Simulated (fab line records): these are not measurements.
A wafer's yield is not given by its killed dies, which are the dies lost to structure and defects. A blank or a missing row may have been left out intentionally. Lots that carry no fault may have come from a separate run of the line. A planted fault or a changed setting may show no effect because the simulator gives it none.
Chamber matching / flow nand_harc / NHARC_A_CONTACT_ETCH_90 on rie_diel-06: 4 sister chambers
The step etches the open film in CH3F/O2, target depth 40 nm, time 85.7 s. 16 wafers are shown with their chamber, then 8 later ones without.

## WAFERS, EACH WITH ITS CHAMBER
wafer=L075.1; chamber=0; showerhead_plenum_p_Torr (Torr)=2.66; drypump_motor_current_A (A)=5.6; rf_vpp_V (V)=246.7
wafer=L075.4; chamber=2; showerhead_plenum_p_Torr (Torr)=2.66; drypump_motor_current_A (A)=4.8; rf_vpp_V (V)=247.8
wafer=L075.5; chamber=2; showerhead_plenum_p_Torr (Torr)=2.66; drypump_motor_current_A (A)=4.8; rf_vpp_V (V)=246.6
wafer=L083.1; chamber=3; showerhead_plenum_p_Torr (Torr)=2.28; drypump_motor_current_A (A)=5.0; rf_vpp_V (V)=241.8
wafer=L083.2; chamber=0; showerhead_plenum_p_Torr (Torr)=2.65; drypump_motor_current_A (A)=5.6; rf_vpp_V (V)=246.7
wafer=L083.5; chamber=1; showerhead_plenum_p_Torr (Torr)=2.60; drypump_motor_current_A (A)=5.2; rf_vpp_V (V)=246.0
wafer=L085.1; chamber=3; showerhead_plenum_p_Torr (Torr)=2.28; drypump_motor_current_A (A)=5.0; rf_vpp_V (V)=242.4
wafer=L085.2; chamber=0; showerhead_plenum_p_Torr (Torr)=2.65; drypump_motor_current_A (A)=5.6; rf_vpp_V (V)=249.8
wafer=L085.3; chamber=2; showerhead_plenum_p_Torr (Torr)=2.65; drypump_motor_current_A (A)=4.8; rf_vpp_V (V)=245.8
wafer=L086.1; chamber=0; showerhead_plenum_p_Torr (Torr)=2.64; drypump_motor_current_A (A)=5.7; rf_vpp_V (V)=247.2
wafer=L086.3; chamber=3; showerhead_plenum_p_Torr (Torr)=2.28; drypump_motor_current_A (A)=5.0; rf_vpp_V (V)=242.0
wafer=L086.4; chamber=2; showerhead_plenum_p_Torr (Torr)=2.65; drypump_motor_current_A (A)=4.8; rf_vpp_V (V)=245.7
wafer=L087.2; chamber=1; showerhead_plenum_p_Torr (Torr)=2.59; drypump_motor_current_A (A)=5.1; rf_vpp_V (V)=245.0
wafer=L087.3; chamber=3; showerhead_plenum_p_Torr (Torr)=2.28; drypump_motor_current_A (A)=5.1; rf_vpp_V (V)=240.3
wafer=L087.5; chamber=2; showerhead_plenum_p_Torr (Torr)=2.64; drypump_motor_current_A (A)=4.8; rf_vpp_V (V)=246.9
wafer=L089.2; chamber=0; showerhead_plenum_p_Torr (Torr)=2.64; drypump_motor_current_A (A)=5.6; rf_vpp_V (V)=246.3

SIGNATURES (averages over the wafers above)
reading=showerhead_plenum_p_Torr; chamber 0=2.6480; chamber 1=2.5950; chamber 2=2.6520; chamber 3=2.2800; scatter within a chamber=0.00713
reading=drypump_motor_current_A; chamber 0=5.620; chamber 1=5.150; chamber 2=4.800; chamber 3=5.025; scatter within a chamber=0.0413
reading=rf_vpp_V; chamber 0=247.340; chamber 1=245.500; chamber 2=246.560; chamber 3=241.625; scatter within a chamber=1.08
Rule: for a wafer and a chamber, the distance is found by dividing, reading by reading, the gap between the wafer's reading and the chamber's mean by the reading's scatter, squaring, summing and taking the root. The wafer belongs to the nearest chamber; if the next one is less than 2 further off, it can't be placed. The scatter: take each reading less its chamber's mean, square it, sum over the shown wafers, divide by the number of wafers less the number of chambers, and take the root.

## WAFERS WITH NO CHAMBER GIVEN
wafer=L089.4; showerhead_plenum_p_Torr (Torr)=2.59; drypump_motor_current_A (A)=5.1; rf_vpp_V (V)=244.8
wafer=L089.5; showerhead_plenum_p_Torr (Torr)=2.28; drypump_motor_current_A (A)=5.0; rf_vpp_V (V)=241.1
wafer=L095.2; showerhead_plenum_p_Torr (Torr)=2.64; drypump_motor_current_A (A)=4.8; rf_vpp_V (V)=247.5
wafer=L095.4; showerhead_plenum_p_Torr (Torr)=2.63; drypump_motor_current_A (A)=5.6; rf_vpp_V (V)=247.3
wafer=L095.5; showerhead_plenum_p_Torr (Torr)=2.65; drypump_motor_current_A (A)=5.0; rf_vpp_V (V)=247.1
wafer=L097.2; showerhead_plenum_p_Torr (Torr)=2.65; drypump_motor_current_A (A)=5.0; rf_vpp_V (V)=247.0
wafer=L097.4; showerhead_plenum_p_Torr (Torr)=2.58; drypump_motor_current_A (A)=5.2; rf_vpp_V (V)=245.8
wafer=L097.6; showerhead_plenum_p_Torr (Torr)=2.63; drypump_motor_current_A (A)=4.8; rf_vpp_V (V)=246.3

## WHICH CHAMBER EACH ONE RAN IN
wafer=L089.4; from the rows above=1; in truth=1
wafer=L089.5; from the rows above=3; in truth=3
wafer=L095.2; from the rows above=2; in truth=2
wafer=L095.4; from the rows above=0; in truth=0
wafer=L095.5; from the rows above=2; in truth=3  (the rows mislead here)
wafer=L097.2; from the rows above=2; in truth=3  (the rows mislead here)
wafer=L097.4; from the rows above=1; in truth=1
wafer=L097.6; from the rows above=2; in truth=2
Placed correctly: 6 of 8. Number that these rows cannot place: 0. Number placed wrongly: 2.
